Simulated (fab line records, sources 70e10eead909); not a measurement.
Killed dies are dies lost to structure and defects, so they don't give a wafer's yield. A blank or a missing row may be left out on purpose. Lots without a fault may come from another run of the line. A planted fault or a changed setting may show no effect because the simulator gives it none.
Which tool did it? | flow nand_harc | 12 lots, 36 wafers sampled, at 5 steps of a route of 1302

WHAT THE GAUGES READ, wafer by wafer
NHARC_P_ZERO_WELL_CD_MEAS_52: target cd 2000 nm. Usual: cd_nm 1999.3 nm, standard deviation 2.2.
lot  | measured     | on        | cd_nm (nm)           | flag
L876 | day 2 02:12  | cd_sem-01 | 1997.8 1998.9 1997.7 |
L877 | day 2 12:06  | cd_sem-03 | 1998.5 2003.3 2001.1 |
L881 | day 4 03:53  | cd_sem-03 | 1988.9 1987.0 1987.1 | OFF
L882 | day 4 16:07  | cd_sem-01 | 1988.1 1987.2 1990.4 | OFF
L887 | day 6 15:53  | cd_sem-03 | 1990.1 1990.2 1988.5 | OFF
L889 | day 7 11:40  | cd_sem-03 | 1996.9 1995.7 1998.2 |
L890 | day 7 21:40  | cd_sem-01 | 1999.0 1998.8 1996.9 |
L892 | day 8 17:40  | cd_sem-02 | 1995.8 1996.1 1997.7 |
L894 | day 9 13:53  | cd_sem-03 | 2005.2 2000.1 1997.8 |
L896 | day 10 09:44 | cd_sem-01 | 2001.2 1996.8 1999.3 |
L897 | day 10 19:40 | cd_sem-02 | 1998.6 1998.6 2002.2 |
L899 | day 11 15:56 | cd_sem-03 | 1999.2 2000.5 1999.3 |

NHARC_P_STI_OVL_MEAS_10. Usual: overlay_x_nm -2 nm, standard deviation 4.7; overlay_y_nm 0 nm, standard deviation 5.4.
lot  | measured     | on         | overlay_x_nm (nm) | overlay_y_nm (nm) | flag
L876 | day 3 06:54  | overlay-01 | -5 -5 -5          | -9 -8 -9          |
L877 | day 3 07:04  | overlay-02 | -3 -2 -2          | -3 -3 -3          |
L881 | day 4 21:34  | overlay-01 | -3 -3 -3          | -4 -4 -4          |
L882 | day 5 08:28  | overlay-01 | -4 -4 -4          | 1 1 1             |
L887 | day 7 12:37  | overlay-02 | -4 -3 -3          | 0 0 0             |
L889 | day 8 04:52  | overlay-02 | 2 2 2             | -4 -4 -5          |
L890 | day 8 14:41  | overlay-01 | -5 -5 -5          | 3 3 3             |
L892 | day 9 11:30  | overlay-02 | 1 1 1             | 3 3 4             |
L894 | day 10 11:25 | overlay-01 | 1 1 1             | 1 1 1             |
L896 | day 11 04:05 | overlay-02 | 3 3 3             | 3 3 3             |
L897 | day 11 14:12 | overlay-02 | -4 -4 -3          | -12 -12 -13       |
L899 | day 12 10:52 | overlay-02 | 1 0 1             | 8 8 8             |

NHARC_P_STI_INSPECT_11. Usual: raw_defect_count 5.6, standard deviation 2.7.
lot  | measured     | on                | raw_defect_count | flag
L876 | day 3 06:56  | defect_inspect-02 | 5 5 9            |
L877 | day 3 07:06  | defect_inspect-01 | 5 6 7            |
L881 | day 4 21:37  | defect_inspect-02 | 3 8 4            |
L882 | day 5 08:30  | defect_inspect-02 | 9 2 3            |
L887 | day 7 12:38  | defect_inspect-02 | 3 6 3            |
L889 | day 8 04:54  | defect_inspect-02 | 4 4 6            |
L890 | day 8 14:43  | defect_inspect-01 | 9 3 5            |
L892 | day 9 11:32  | defect_inspect-01 | 6 8 6            |
L894 | day 10 11:28 | defect_inspect-01 | 9 8 6            |
L896 | day 11 04:08 | defect_inspect-01 | 10 11 5          |
L897 | day 11 14:14 | defect_inspect-01 | 7 4 7            |
L899 | day 12 10:55 | defect_inspect-01 | 16 6 10          |

WHICH TOOL RAN EACH LOT (tool, then ch and the chambers of the sampled wafers, then the start)
lot  | NHARC_P_ZERO_WELL_EXPOSE_49       | NHARC_P_ZERO_WELL_DESCUM_54
L876 | krf_scanner-04 ch 0, day 2 02:02  | rie_diel-11 ch 0,2,3, day 2 04:15
L877 | krf_scanner-04 ch 0, day 2 11:56  | rie_diel-06 ch 0,1, day 2 12:15
L881 | krf_scanner-04 ch 0, day 4 03:44  | rie_diel-01 ch 0,3, day 4 04:03
L882 | krf_scanner-04 ch 0, day 4 15:58  | rie_diel-11 ch 0,2, day 4 16:17
L887 | krf_scanner-04 ch 0, day 6 15:44  | rie_diel-01 ch 0,3, day 6 16:05
L889 | krf_scanner-02 ch 0, day 7 11:31  | rie_diel-06 ch 0,2,3, day 7 11:50
L890 | krf_scanner-01 ch 0, day 7 21:31  | rie_diel-11 ch 1,2,3, day 7 21:51
L892 | krf_scanner-02 ch 0, day 8 17:31  | rie_diel-06 ch 1,2,3, day 8 17:59
L894 | krf_scanner-01 ch 0, day 9 13:43  | rie_diel-11 ch 0,2,3, day 9 14:02
L896 | krf_scanner-01 ch 0, day 10 09:34 | rie_diel-06 ch 1,2,3, day 10 09:54
L897 | krf_scanner-01 ch 0, day 10 19:31 | rie_diel-01 ch 1,3, day 10 19:49
L899 | krf_scanner-02 ch 0, day 11 15:47 | rie_diel-01 ch 0,1,3, day 11 17:17
- NHARC_P_ZERO_WELL_EXPOSE_49: exposes mask P HVPW, target cd 2000 nm.
- NHARC_P_ZERO_WELL_DESCUM_54: chemistry O2, time 3 s.

WHAT THE TOOLS THEMSELVES READ (means of the sampled wafers that have a number; where no wafer has one, the mark that the record gives instead)
NHARC_P_ZERO_WELL_EXPOSE_49. Usual: exposure_dose_mJ_cm2 22.638, standard deviation 0.022; stage_vel_mm_s 500.06 mm/s, standard deviation 0.26.
lot  | tool           | exposure_dose_mJ_cm2 | stage_vel_mm_s (mm/s) | flag
L876 | krf_scanner-04 | 22.649               | 500.24                |
L877 | krf_scanner-04 | 22.610               | 500.29                |
L881 | krf_scanner-04 | 21.280               | 500.11                | OFF
L882 | krf_scanner-04 | 21.256               | 500.43                | OFF
L887 | krf_scanner-04 | 21.256               | 499.83                | OFF
L889 | krf_scanner-02 | 22.635               | 499.68                |
L890 | krf_scanner-01 | 22.628               | 500.32                |
L892 | krf_scanner-02 | 22.613               | 499.65                |
L894 | krf_scanner-01 | 22.622               | 500.01                |
L896 | krf_scanner-01 | 22.670               | 500.05                |
L897 | krf_scanner-01 | 22.625               | 500.35                |
L899 | krf_scanner-02 | 22.662               | 500.35                |

NHARC_P_ZERO_WELL_DESCUM_54. Usual: drypump_motor_current_A 5.6 A, standard deviation 0.46; oes_product_au 0.997 a.u., standard deviation 0.011; rf_vpp_V 57.7 V, standard deviation 0.89; showerhead_plenum_p_Torr 1.88 Torr, standard deviation 0.084; throttle_valve_pct 11.310 %, standard deviation 0.0086.
lot  | tool        | drypump_motor_current_A (A) | oes_product_au (a.u.) | rf_vpp_V (V) | showerhead_plenum_p_Torr (Torr) | throttle_valve_pct (%) | flag
L876 | rie_diel-11 | 5.4                         | 1.020                 | 58.2         | 1.92                            | 11.307                 |
L877 | rie_diel-06 | 5.8                         | 0.989                 | 57.1         | 1.82                            | 11.315                 |
L881 | rie_diel-01 | 5.8                         | 0.996                 | 57.8         | 1.99                            | 11.316                 |
L882 | rie_diel-11 | 5.1                         | 1.001                 | 58.2         | 1.91                            | 11.315                 |
L887 | rie_diel-01 | 5.7                         | 0.991                 | 58.8         | 1.95                            | 11.306                 |
L889 | rie_diel-06 | 5.7                         | 1.004                 | 57.2         | 1.84                            | 11.304                 |
L890 | rie_diel-11 | 5.4                         | 0.995                 | 58.9         | 1.88                            | 11.315                 |
L892 | rie_diel-06 | 5.8                         | 0.997                 | 57.9         | 1.83                            | 11.309                 |
L894 | rie_diel-11 | 5.4                         | 0.999                 | 58.2         | 1.91                            | 11.318                 |
L896 | rie_diel-06 | 5.8                         | 0.999                 | 56.8         | 1.83                            | 11.305                 |
L897 | rie_diel-01 | 5.6                         | 0.999                 | 57.6         | 1.86                            | 11.310                 |
L899 | rie_diel-01 | 5.6                         | 1.004                 | 57.3         | 1.89                            | 11.303                 |

THE ANSWER, worked out from the rows above alone
Rule: a lot is off if the mean of its wafers that have a number lies more than 3 standard deviations from the usual mean. A lot without any number at a reading at which 4 lots or more have one is off too. The other lots that the step has rows for count as sound. The gauges are gone through in route order, then the tools' own readings, and for those a lot's mean is taken as printed above. The first step at which some lot is off is used, and at that step the reading that is off furthest; a lot without a number counts as furthest.
Off: L881, L882, L887, at NHARC_P_ZERO_WELL_CD_MEAS_52 (cd_nm).
A tool fits if, at a process step before that reading, it ran every lot that is off, and no sound lot after the first of them. The gauges at NHARC_P_ZERO_WELL_CD_MEAS_52 aren't tried: what is off there is off at NHARC_P_ZERO_WELL_EXPOSE_49 too, on other tools, and a gauge's error can't cause that. One fits: krf_scanner-04 at NHARC_P_ZERO_WELL_EXPOSE_49. Its last sound lot is L877 (day 2 11:56), its first lot that is off L881 (day 4 03:44): a fault that began between those two fits.
The tool's own readings at NHARC_P_ZERO_WELL_EXPOSE_49 bear it out: on the lots that are off they differ by more than 5 times the standard deviation of the sound lots' means. exposure_dose_mJ_cm2 reads 21.264 there against 22.635 on the sound lots.

WHAT THE SIMULATOR HAD PUT IN
Process parameter drift: krf_scanner-04, from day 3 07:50 on, at NHARC_P_ZERO_WELL_EXPOSE_49. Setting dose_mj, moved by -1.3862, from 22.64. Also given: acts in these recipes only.
Lots struck among those shown: L881, L882, L887. The rule above found the same.
